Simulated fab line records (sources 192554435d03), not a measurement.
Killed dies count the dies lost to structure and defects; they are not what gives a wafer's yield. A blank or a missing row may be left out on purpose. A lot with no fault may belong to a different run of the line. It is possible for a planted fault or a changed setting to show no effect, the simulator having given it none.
fab line records	flow n5-finfet
record lots=7	wafers=21	last-day=18
route steps=1938 shown BEOL_M15@1800 PASSIVATION@1936
lots that met no fault: from a run of the same line without faults
start-h: start of the lot's first displayed wafer, in hours after the record's first day	wait-h: hours elapsed since this lot's preceding step	" as in the row above	L1.1+2: several wafers, shown together as one row	- no value present, or no start provided	* or withheld: withheld	< > ~ a bound
route shown NAME@n: a module of which the file shows steps, and the number in the route of the first	usual: the fault-free wafers' mean and standard deviation	same: alike in all rows	chamber/n: place in a boat	sites: per-site readings	_std_site: the standard deviation of these	_edge_site: outer sites' mean less inner sites'	radius-mm: how far each site lies from the wafer's centre	mask NAME#n: copy n	behind: the most recent tool/chamber to have shaped the wafer	hold: why the lot was held/for how many hours/how that ended	device: whichever transistor did not switch (one of n, p or np)	end of line: at the end of the route, the tests of the same wafers	a step without rows: its recipe alone	killed: dies lost to structure and defects at the first sort, not the wafer's yield	map: a wafer's dies, marking killed ones x, the rest . and places with no die _
set.NAME: setting as actually run; set.NAME@STEP: the setting as run at that earlier step	model.NAME: the simulator's own value behind a step, which no gauge read
lots at some steps of the route; a table a step, a row a wafer
services: a tool's chamber out of use, with start hour (start-h, from the record's first day; less than 0 if before it), hours out, and reason
## steps
# step N5_BEOL_M15_EXPOSE_25
# recipe mask-id=M15	na=0.8	source-shape=annular	sigma-inner=0.5	sigma-outer=0.8	polarization=unpolarized	target-cd-nm=400	dose-mj=35.5
# step N5_BEOL_M15_PEB_26
# recipe peb-temp-c=130	peb-time-s=90
# step N5_BEOL_M15_DEVELOP_27
# recipe develop-time-s=45	rinse-liquid=diw	dry=air-spin	dev-temp-c=21
# step N5_BEOL_M15_HARDBAKE_32
# recipe temp-c=130	time-s=120
# step N5_BEOL_M15_CD_MEAS_28
# recipe target-cd-nm=407.6	landing-energy-ev=500	detector=se-inlens
# usual cd-nm=407.5/2.1
lot.wafer	tool	chamber	start-h	wait-h	cd-nm
L238.1	cd-sem-01	0	249.82	-	406.1
L238.4	"	0	"	"	405.5
L238.5	"	0	"	"	410.0
L242.2	cd-sem-01	0	262.30	-	406.4
L242.4	"	0	"	"	407.3
L242.6	"	0	"	"	404.1
L248.1	cd-sem-01	0	311.38	-	405.7
L248.2	"	0	"	"	408.4
L248.6	"	0	"	"	407.7
L247.2	cd-sem-03	0	312.47	-	407.2
L247.3	"	0	"	"	408.7
L247.4	"	0	"	"	403.3
L250.3	cd-sem-01	0	320.01	-	408.4
L250.4	"	0	"	"	406.5
L250.6	"	0	"	"	409.0
L252.1	cd-sem-03	0	328.81	-	405.6
L252.4	"	0	"	"	405.3
L252.6	"	0	"	"	406.6
L261.3	cd-sem-02	0	402.61	-	408.3
L261.4	"	0	"	"	408.1
L261.5	"	0	"	"	409.4
# step N5_BEOL_M15_OVL_MEAS_29
# recipe points-per-wafer=44
# usual M15_OVL=4/5.6
lot.wafer	tool	chamber	start-h	wait-h	M15_OVL[nm]
L238.1	overlay-02	0	249.85	0.0	0
L238.4	"	0	"	"	4
L238.5	"	0	"	"	9
L242.2	overlay-02	0	262.33	0.0	-1
L242.4	"	0	"	"	2
L242.6	"	0	"	"	5
L248.1	overlay-02	0	311.42	0.0	11
L248.2	"	0	"	"	7
L248.6	"	0	"	"	12
L247.2	overlay-01	0	312.50	0.0	0
L247.3	"	0	"	"	-4
L247.4	"	0	"	"	2
L250.3	overlay-02	0	320.04	0.0	0
L250.4	"	0	"	"	4
L250.6	"	0	"	"	1
L252.1	overlay-02	0	328.84	0.0	-4
L252.4	"	0	"	"	3
L252.6	"	0	"	"	-1
L261.3	overlay-01	0	402.64	0.0	7
L261.4	"	0	"	"	9
L261.5	"	0	"	"	7
# step N5_BEOL_M15_INSPECT_30
# recipe mode=adi	inspect-instrument=macro
# usual raw-defect-count=2.3/1.5
lot.wafer	tool	chamber	start-h	wait-h	raw-defect-count
L238.1	defect-inspect-02	-	249.87	0.0	2
L238.4	"	-	"	"	3
L238.5	"	-	"	"	1
L242.2	defect-inspect-01	-	262.35	0.0	1
L242.4	"	-	"	"	1
L242.6	"	-	"	"	3
L248.1	defect-inspect-02	-	311.44	0.0	2
L248.2	"	-	"	"	4
L248.6	"	-	"	"	2
L247.2	defect-inspect-01	-	312.52	0.0	3
L247.3	"	-	"	"	1
L247.4	"	-	"	"	0
L250.3	defect-inspect-01	-	320.06	0.0	2
L250.4	"	-	"	"	3
L250.6	"	-	"	"	4
L252.1	defect-inspect-02	-	328.86	0.0	0
L252.4	"	-	"	"	6
L252.6	"	-	"	"	0
L261.3	defect-inspect-02	-	402.66	0.0	1
L261.4	"	-	"	"	2
L261.5	"	-	"	"	3
# step N5_BEOL_M15_DESCUM_33
# recipe chemistry=O2	time-s=7.9	source-power-w=50	bias-power-w=20	pressure-mtorr=20	rf-frequency-hz=2.712e+07	temp-c=40	o2-flow-sccm=225
# usual chamber-pressure-mTorr=20.000/0.017	drypump-motor-current-A=5.9/0.55	oes-product-au=0.84/0.077	rf-vpp-V=243.3/1.4	showerhead-plenum-p-Torr=2.10/0.072	throttle-valve-pct=20.35/0.23
lot.wafer	tool	chamber	start-h	wait-h	chamber-pressure-mTorr	drypump-motor-current-A	oes-product-au	rf-hours-counter-h	rf-vpp-V	showerhead-plenum-p-Torr	throttle-valve-pct
L238.1	rie-diel-05	0	249.91	0.0	19.970	5.4	0.70	230	243.3	2.14	20.36
L238.4	"	2	"	"	19.998	6.5	0.88	55	242.5	2.05	20.46
L238.5	"	1	"	"	20.013	5.6	0.75	-	241.3	2.01	20.36
L242.2	rie-diel-04	0	263.04	0.7	20.003	5.4	0.93	14	245.5	2.13	20.52
L242.4	"	3	"	"	20.013	5.5	0.89	-	244.3	2.25	20.21
L242.6	"	3	"	"	20.000	5.5	0.88	-	245.5	2.25	20.22
L248.1	rie-diel-04	3	311.47	0.0	19.975	5.5	0.85	56	244.2	2.24	20.23
L248.2	"	2	"	"	20.029	5.7	0.98	5	243.9	2.15	20.07
L248.6	"	3	"	"	20.020	5.5	0.86	-	245.5	2.24	20.22
L247.2	rie-diel-04	0	312.56	0.0	19.996	5.4	0.89	30	245.3	2.12	20.58
L247.3	"	1	"	"	20.031	5.3	0.90	20	243.6	2.12	19.95
L247.4	"	3	"	"	20.040	5.5	0.87	56	245.1	2.24	20.23
L250.3	rie-diel-04	1	320.09	0.0	20.028	5.3	0.90	22	241.5	2.12	19.95
L250.4	"	2	"	"	19.995	5.7	0.97	8	243.5	2.15	20.06
L250.6	"	2	"	"	20.017	5.7	0.97	-	243.8	2.14	20.05
L252.1	rie-diel-02	2	328.91	0.0	19.975	6.7	0.78	119	244.0	2.09	20.73
L252.4	"	2	"	"	19.999	6.7	0.78	-	242.8	2.09	20.74
L252.6	"	3	"	"	19.998	6.5	0.73	-	242.7	2.07	20.52
L261.3	rie-diel-05	2	402.80	0.1	20.011	6.5	0.81	106	241.4	2.04	20.53
L261.4	"	0	"	"	19.978	5.5	0.91	21	243.3	2.13	20.01
L261.5	"	1	"	"	20.026	5.6	0.71	-	242.1	2.00	20.45
# step N5_BEOL_M15_ETCH_61
# recipe chemistry=N2/H2	target=BARC	target-depth-a=890	overetch-a=267	time-s=67.9	ion-energy-ev=200	pressure-mtorr=30	source-w=840	bias-w=150	n2-flow-sccm=200	h2-flow-sccm=200
# usual chamber-pressure-mTorr=30.004/0.027	drypump-motor-current-A=5.9/0.55	oes-product-au=0.71/0.062	rf-vpp-V=524.2/2.4	showerhead-plenum-p-Torr=2.55/0.081	throttle-valve-pct=17.81/0.26
lot.wafer	tool	chamber	start-h	wait-h	chamber-pressure-mTorr	drypump-motor-current-A	oes-product-au	rf-hours-counter-h	rf-vpp-V	showerhead-plenum-p-Torr	throttle-valve-pct
L238.1	rie-diel-05	0	249.94	0.0	30.027	5.4	0.59	230	525.2	2.62	18.03
L238.4	"	2	"	"	29.970	6.5	0.75	55	523.2	2.48	17.75
L238.5	"	1	"	"	30.037	5.6	0.64	-	521.6	2.44	17.80
L242.2	rie-diel-04	0	263.10	0.0	29.969	5.4	0.79	14	526.2	2.59	18.05
L242.4	"	3	"	"	29.973	5.5	0.75	-	526.1	2.68	17.31
L242.6	"	3	"	"	30.038	5.5	0.75	-	526.7	2.68	17.31
L248.1	rie-diel-04	3	311.51	0.0	30.011	5.5	0.74	56	527.9	2.68	17.33
L248.2	"	2	"	"	29.981	5.7	0.83	5	526.5	2.59	17.40
L248.6	"	3	"	"	29.944	5.5	0.74	-	528.7	2.68	17.31
L247.2	rie-diel-04	0	312.59	0.0	29.981	5.4	0.76	30	524.7	2.59	18.07
L247.3	"	1	"	"	30.060	5.4	0.76	20	526.1	2.60	17.65
L247.4	"	3	"	"	29.974	5.5	0.73	56	526.9	2.68	17.35
L250.3	rie-diel-04	1	320.13	0.0	30.005	5.4	0.76	22	524.8	2.60	17.65
L250.4	"	2	"	"	29.972	5.7	0.82	8	525.9	2.59	17.41
L250.6	"	2	"	"	30.012	5.7	0.82	-	524.3	2.59	17.40
L252.1	rie-diel-02	2	328.94	0.0	30.038	6.8	0.68	119	523.7	2.55	18.20
L252.4	"	2	"	"	29.990	6.7	0.68	-	525.0	2.55	18.21
L252.6	"	3	"	"	30.028	6.5	0.63	-	523.0	2.52	18.02
L261.3	rie-diel-05	2	402.83	0.0	29.952	6.5	0.70	106	522.2	2.46	17.84
L261.4	"	0	"	"	30.020	5.4	0.77	21	524.5	2.60	17.65
L261.5	"	1	"	"	30.010	5.6	0.61	-	521.1	2.41	17.87
# step N5_BEOL_M15_TRENCH_ETCH_34
# recipe chemistry=C4F8/O2/Ar	target=SiO2	target-depth-a=8729.3	he-inner-torr=15	he-outer-torr=30	time-s=199	ion-energy-ev=800	pressure-mtorr=20	source-w=1905	bias-w=2040	Ar_flow_sccm=400	C4F8_flow_sccm=16	O2_flow_sccm=12
# usual chamber-pressure-mTorr=20.001/0.019	drypump-motor-current-A=5.9/0.55	oes-product-au=0.83/0.079	rf-vpp-V=2202/27	showerhead-plenum-p-Torr=3.46/0.1	throttle-valve-pct=30.87/0.25
lot.wafer	tool	chamber	start-h	wait-h	chamber-pressure-mTorr	drypump-motor-current-A	oes-product-au	rf-hours-counter-h	rf-vpp-V	showerhead-plenum-p-Torr	throttle-valve-pct
L238.1	rie-diel-05	0	249.99	0.0	19.997	5.5	0.70	230	2210	3.52	30.79
L238.4	"	2	"	"	20.006	6.5	0.87	55	2171	3.37	30.93
L238.5	"	1	"	"	19.982	5.6	0.75	-	2162	3.31	30.77
L242.2	rie-diel-04	0	263.17	0.1	20.026	5.4	0.92	14	2233	3.50	31.20
L242.4	"	3	"	"	20.019	5.5	0.87	-	2168	3.64	30.57
L242.6	"	3	"	"	20.021	5.5	0.87	-	2167	3.64	30.57
L248.1	rie-diel-04	3	311.56	0.0	20.002	5.5	0.85	56	2166	3.63	30.59
L248.2	"	2	"	"	19.974	5.7	0.98	5	2230	3.53	30.68
L248.6	"	3	"	"	20.003	5.5	0.85	-	2166	3.63	30.59
L247.2	rie-diel-04	0	312.64	0.0	19.987	5.4	0.88	31	2235	3.49	31.20
L247.3	"	1	"	"	19.990	5.3	0.91	20	2220	3.52	30.69
L247.4	"	3	"	"	20.014	5.5	0.86	56	2166	3.63	30.58
L250.3	rie-diel-04	1	320.18	0.0	19.978	5.4	0.89	23	2221	3.52	30.68
L250.4	"	2	"	"	19.978	5.7	0.97	8	2231	3.53	30.72
L250.6	"	2	"	"	20.026	5.7	0.98	-	2231	3.53	30.70
L252.1	rie-diel-02	2	328.99	0.0	20.005	6.7	0.77	119	2184	3.45	31.22
L252.4	"	2	"	"	20.027	6.7	0.76	-	2182	3.45	31.24
L252.6	"	3	"	"	19.991	6.5	0.72	-	2206	3.42	30.99
L261.3	rie-diel-05	2	402.88	0.0	20.016	6.5	0.81	106	2169	3.34	30.96
L261.4	"	0	"	"	19.989	5.4	0.91	21	2208	3.50	30.53
L261.5	"	1	"	"	19.981	5.6	0.71	-	2159	3.29	30.80
# step N5_BEOL_M15_STRIP_36
# recipe chemistry=O2	power-w=600	temp-c=60	pressure-mtorr=30	rf-frequency-hz=6e+07	bias-power-w=0	overash-fraction=0.3	o2-flow-sccm=225
# usual chamber-pressure-mTorr=30.00/0.055	drypump-motor-current-A=5.9/0.54	oes-product-au=0.83/0.083	rf-vpp-V=3.6/0.95	showerhead-plenum-p-Torr=2.11/0.07	throttle-valve-pct=16.58/0.24
# same bias-power-w=0
lot.wafer	tool	chamber	start-h	wait-h	chamber-pressure-mTorr	drypump-motor-current-A	oes-product-au	rf-hours-counter-h	rf-vpp-V	showerhead-plenum-p-Torr	throttle-valve-pct
L238.1	rie-diel-04	1	252.68	2.5	30.04	5.3	0.96	3	2.4	2.14	16.16
L238.4	"	0	"	"	29.95	5.4	0.94	11	3.4	2.13	16.71
L238.5	"	3	"	"	30.00	5.5	0.89	-	4.1	2.25	16.36
L242.2	rie-diel-05	1	266.08	2.6	29.94	5.6	0.77	163	4.3	2.02	16.65
L242.4	"	0	"	"	29.97	5.4	0.70	234	3.9	2.15	16.66
L242.6	"	3	"	"	29.94	6.3	0.78	-	4.1	2.02	16.58
L248.1	rie-diel-05	0	315.77	4.0	29.97	5.4	0.68	248	4.3	2.14	16.69
L248.2	"	1	"	"	30.04	5.6	0.74	176	3.8	2.01	16.65
L248.6	"	0	"	"	30.12	5.4	0.69	-	2.7	2.14	16.63
L247.2	rie-diel-02	0	318.21	5.4	30.06	5.0	0.92	32	2.7	2.21	16.36
L247.3	"	3	"	"	29.99	6.5	0.74	196	2.3	2.07	16.80
L247.4	"	2	"	"	29.96	6.8	0.78	115	4.9	2.10	16.94
L250.3	rie-diel-05	0	320.53	0.2	29.96	5.4	0.68	249	3.9	2.14	16.66
L250.4	"	1	"	"	30.03	5.6	0.73	178	2.6	2.01	16.63
L250.6	"	2	"	"	30.00	6.5	0.85	-	3.4	2.05	16.74
L252.1	rie-diel-04	2	332.40	3.2	30.10	5.7	0.96	11	4.0	2.15	16.28
L252.4	"	1	"	"	29.99	5.4	0.88	26	3.1	2.13	16.18
L252.6	"	1	"	"	30.07	5.3	0.90	-	3.1	2.13	16.21
L261.3	rie-diel-04	3	403.50	0.4	29.95	5.5	0.83	82	4.5	2.23	16.45
L261.4	"	2	"	"	29.99	5.7	0.91	-	3.5	2.14	16.31
L261.5	"	1	"	"	29.91	5.3	0.84	-	1.7	2.12	16.22
# step N5_BEOL_M15_STRIP_62
# recipe chemistry=O2	power-w=600	temp-c=60	pressure-mtorr=30	rf-frequency-hz=6e+07	bias-power-w=0	overash-fraction=0.3	o2-flow-sccm=225
# usual bias-power-w=0/0	chamber-pressure-mTorr=30.004/0.026	drypump-motor-current-A=5.9/0.54	oes-product-au=0.83/0.083	rf-vpp-V=3.7/0.48	showerhead-plenum-p-Torr=2.11/0.07	throttle-valve-pct=16.57/0.24
lot.wafer	tool	chamber	start-h	wait-h	bias-power-w	chamber-pressure-mTorr	drypump-motor-current-A	oes-product-au	rf-hours-counter-h	rf-vpp-V	showerhead-plenum-p-Torr	throttle-valve-pct	model.BARC_of_BEOL_M15_COAT_60.thk-nm
L238.1	rie-diel-04	1	252.72	-	0	29.988	5.3	0.96	3	3.7	2.13	16.16	0
L238.4	"	0	"	"	0	30.016	5.4	0.93	11	3.8	2.13	16.70	0
L238.5	"	3	"	"	0	30.050	5.5	0.88	-	3.5	2.25	16.36	0
L242.2	rie-diel-05	1	266.12	-	0	30.019	5.6	0.75	163	4.1	2.02	16.61	0
L242.4	"	0	"	"	0	30.012	5.5	0.69	234	2.7	2.15	16.66	0
L242.6	"	3	"	"	0	29.995	6.4	0.77	-	3.7	2.02	16.63	0
L248.1	rie-diel-05	0	315.81	-	-	-	-	-	-	-	-	-	88.8
L248.2	"	1	"	"	-	-	-	-	-	-	-	-	88.8
L248.6	"	0	"	"	-	-	-	-	-	-	-	-	89
L247.2	rie-diel-02	0	318.25	-	-	-	-	-	-	-	-	-	89.2
L247.3	"	3	"	"	-	-	-	-	-	-	-	-	89
L247.4	"	2	"	"	-	-	-	-	-	-	-	-	89.6
L250.3	rie-diel-05	0	320.57	-	-	-	-	-	-	-	-	-	89.2
L250.4	"	1	"	"	-	-	-	-	-	-	-	-	89
L250.6	"	2	"	"	-	-	-	-	-	-	-	-	88.8
L252.1	rie-diel-04	2	332.44	-	0	30.005	5.7	0.96	11	4.3	2.15	16.29	0
L252.4	"	1	"	"	0	29.996	5.3	0.89	26	3.9	2.13	16.20	0
L252.6	"	1	"	"	0	29.978	5.3	0.89	-	3.6	2.13	16.19	0
L261.3	rie-diel-04	3	403.54	-	0	29.983	5.5	0.83	82	3.8	2.23	16.45	0
L261.4	"	2	"	"	0	30.010	5.7	0.90	-	3.5	2.14	16.33	0
L261.5	"	1	"	"	0	30.003	5.4	0.86	-	3.8	2.12	16.23	0
# step N5_BEOL_M15_STRIP_37
# recipe chemistry=O2	power-w=600	temp-c=60	pressure-mtorr=30	rf-frequency-hz=6e+07	bias-power-w=0	overash-fraction=0.3	o2-flow-sccm=225
# usual chamber-pressure-mTorr=30.01/0.04	drypump-motor-current-A=5.9/0.54	oes-product-au=0.83/0.083	rf-vpp-V=3.6/0.72	showerhead-plenum-p-Torr=2.11/0.07	throttle-valve-pct=16.57/0.24
# same bias-power-w=0
lot.wafer	tool	chamber	start-h	wait-h	chamber-pressure-mTorr	drypump-motor-current-A	oes-product-au	rf-hours-counter-h	rf-vpp-V	showerhead-plenum-p-Torr	throttle-valve-pct
L238.1	rie-diel-04	1	-	-	29.99	5.3	0.96	3	4.0	2.13	16.16
L238.4	"	0	"	"	30.05	5.4	0.93	11	3.9	2.13	16.71
L238.5	"	3	"	"	30.01	5.5	0.88	-	2.6	2.25	16.37
L242.2	rie-diel-05	1	-	-	29.96	5.6	0.75	163	3.8	2.02	16.62
L242.4	"	0	"	"	30.01	5.4	0.68	234	3.7	2.15	16.66
L242.6	"	3	"	"	30.02	6.3	0.76	-	4.2	2.02	16.63
L248.1	rie-diel-05	0	-	-	29.97	5.4	0.68	248	3.2	2.14	16.68
L248.2	"	1	"	"	30.03	5.6	0.73	176	3.8	2.01	16.65
L248.6	"	0	"	"	29.99	5.4	0.68	-	5.2	2.14	16.67
L247.2	rie-diel-02	0	-	-	29.96	5.0	0.94	32	2.9	2.21	16.35
L247.3	"	3	"	"	30.04	6.5	0.73	196	2.5	2.07	16.83
L247.4	"	2	"	"	30.02	6.7	0.79	116	4.3	2.10	16.95
L250.3	rie-diel-05	0	-	-	30.04	5.5	0.68	249	2.5	2.14	16.67
L250.4	"	1	"	"	30.03	5.6	0.73	178	3.2	2.01	16.64
L250.6	"	2	"	"	30.03	6.5	0.84	-	2.3	2.05	16.70
L252.1	rie-diel-04	2	-	-	29.99	5.7	0.97	11	3.4	2.15	16.30
L252.4	"	1	"	"	29.99	5.3	0.89	26	3.0	2.13	16.21
L252.6	"	1	"	"	30.05	5.3	0.90	-	3.4	2.13	16.18
L261.3	rie-diel-04	3	-	-	30.03	5.5	0.83	82	3.9	2.23	16.44
L261.4	"	2	"	"	30.01	5.6	0.91	-	3.0	2.14	16.33
L261.5	"	1	"	"	30.03	5.3	0.85	-	4.8	2.12	16.25
# step N5_PASSIVATION_PROBE_49
# usual defect-limited-yield=91.6/1.6	killed_at_M0_to_M3=31/10	killed_at_M4_up=14/6.3	killed-at-contacts=12/6.1	killed-at-front-end=39/12	killed-at-other=3.7/2.8	killed-dies=100/19	killed-open=66/14	killed-short=33/8.1	sort_bin_5_function=5.0/1.1	sort_bin_6_memory=3.2/0.66	sort-n-pass=1080/18	sort-yield-pct=91.6/1.6
# same gross-dies=1180	killed-at-back-side=0	sort_bin_4_leakage[%]=0	sort_bin_8_speed[%]=0
lot.wafer	tool	chamber	start-h	wait-h	defect-limited-yield[%]	killed_at_M0_to_M3	killed_at_M4_up	killed-at-contacts	killed-at-front-end	killed-at-other	killed-dies	killed-open	killed-short	sort_bin_5_function[%]	sort_bin_6_memory[%]	sort-n-pass	sort-yield-pct[%]
L252.1	prober-02	-	347.30	0.0	90.5	49	20	15	25	3	112	74	37	5.6	3.7	1068	90.5
L252.6	prober-02	-	347.55	0.3	92.8	19	14	7	43	2	85	58	27	4.7	2.1	1095	92.8
# killed by level:class
L252.1 MOL_CONTACT_COAG:geometric-particle:open=10 BEOL_M0_SAQP:geometric-particle:open=9 BEOL_M1:geometric-particle:open=9 BEOL_M1:geometric-particle:short=8 BEOL_M4:geometric-particle:open=8 BEOL_M2:geometric-particle:open=7 BEOL_M0_SAQP:geometric-particle:short=6 MOL_CONTACT_COAG:geometric-particle:short=5
L252.6 DUMMY_GATE:geometric-particle:open=9 FIN_SAQP:geometric-particle:short=7 STI_FIN_REVEAL:geometric-particle:open=6 ILD0:geometric-particle:open=6 MOL_CONTACT_COAG:geometric-particle:open=6 FIN_SAQP:geometric-particle:open=5 BEOL_M2:geometric-particle:open=5 BEOL_M0_SAQP:geometric-particle:open=4
## services
tool	chamber	start-h	hours	kind
rie-diel-04	2	265.06	-	clean
rie-diel-04	2	265.06	-	consumable-replace:focus-ring
rie-diel-04	2	265.06	27.9	scheduled-down
rie-diel-04	2	265.06	27.9	vent-cycle
rie-diel-02	0	324.30	6.3	repair
rie-diel-05	0	324.47	-	clean
rie-diel-05	0	324.47	-	consumable-replace:focus-ring
rie-diel-05	0	324.47	21.5	scheduled-down
rie-diel-05	0	324.47	21.5	vent-cycle
rie-diel-02	-	401.95	1.9	repair
rie-diel-04	0	403.27	6.2	repair
## key
first-sign step=N5_BEOL_M15_STRIP_62	reading=tool-record	direction=missing
effect none on later readings
model-effect step=N5_BEOL_M15_STRIP_62	value=BARC_of_BEOL_M15_COAT_60.thk-nm	without=0	struck=89.04
met-at N5_BEOL_M15_STRIP_62
struck-wafers L247.2,L247.3,L247.4,L248.1,L248.2,L248.6,L250.3,L250.4,L250.6
onset-between 266.12 315.81
fault kind=skipped-step-whole	tool=rie-diel-02,rie-diel-05	chamber=-	onset-h=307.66	steps=N5_BEOL_M15_STRIP_62	scope=struck-lots-only
